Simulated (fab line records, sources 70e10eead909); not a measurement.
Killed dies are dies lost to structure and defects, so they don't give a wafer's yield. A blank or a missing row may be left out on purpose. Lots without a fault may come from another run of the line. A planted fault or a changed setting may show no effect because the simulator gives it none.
Chamber matching | flow nand_harc | NHARC_A_CHANNEL_FILL_D1_ALD_16 on ald_hk-02: 4 sister chambers
The step deposits SiO2, target thk 1.5 nm, pulse time 10 s, ald cycles 15. 16 wafers are shown with their chamber, then 8 later ones without.

WAFERS WITH THEIR CHAMBER
wafer  | chamber | heater_power_w (W) | precursor_pulse_height_rel
L075.3 | 1       | 428                | 0.997
L075.4 | 2       | 487                | 0.984
L075.5 | 0       | 472                | 1.029
L078.1 | 1       | 427                | 0.965
L078.3 | 0       | 480                | 0.968
L078.6 | 1       | 424                | 0.957
L080.1 | 3       | 473                | 1.006
L080.4 | 1       | 423                | 1.022
L080.5 | 0       | 484                | 0.963
L085.3 | 3       | 461                | 1.009
L085.4 | 0       | 487                | 1.004
L085.5 | 2       | 492                | 1.031
L089.4 | 0       | 493                | 0.993
L089.5 | 1       | 437                | 1.004
L089.6 | 0       | 491                | 0.987
L094.2 | 0       | 522                | 1.033

SIGNATURES (means of the wafers above)
reading                    | chamber 0 | chamber 1 | chamber 2 | chamber 3 | scatter within a chamber
heater_power_w             | 489.86    | 427.80    | 489.50    | 467.00    | 11.9
precursor_pulse_height_rel | 0.99671   | 0.98900   | 1.00750   | 1.00750   | 0.0267
Rule: a wafer's distance from a chamber is the root of the sum, over the readings, of the square of ((its reading less the chamber's mean) divided by the reading's scatter). The wafer belongs to the nearest chamber; if the next one is less than 2 further off, it can't be placed. The scatter: the root of (the sum of the squares of (reading less its chamber's mean) over the shown wafers, divided by (wafers less chambers)).

WAFERS WITHOUT THEIR CHAMBER
wafer  | heater_power_w (W) | precursor_pulse_height_rel
L094.4 | 487                | 0.998
L094.6 | 479                | 0.981
L096.3 | 481                | 0.979
L096.4 | 493                | 1.024
L096.5 | 476                | 0.999
L095.1 | 506                | 1.024
L095.4 | 474                | 1.013
L095.6 | 507                | 0.973

WHICH CHAMBER EACH WENT THROUGH
wafer  | from the rows above          | in truth
L094.4 | can't be placed: 0 or 2 or 3 | 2
L094.6 | can't be placed: 0 or 2 or 3 | 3
L096.3 | can't be placed: 0 or 2 or 3 | 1
L096.4 | can't be placed: 2 or 0 or 3 | 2
L096.5 | can't be placed: 3 or 0 or 2 | 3
L095.1 | can't be placed: 2 or 0 or 3 | 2
L095.4 | can't be placed: 3 or 2 or 0 | 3
L095.6 | can't be placed: 0 or 2 or 3 | 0
Placed correctly: 0 of 8. Can't be placed from these rows: 8 (the true chamber is among the candidates in 7). Placed wrongly: 0.
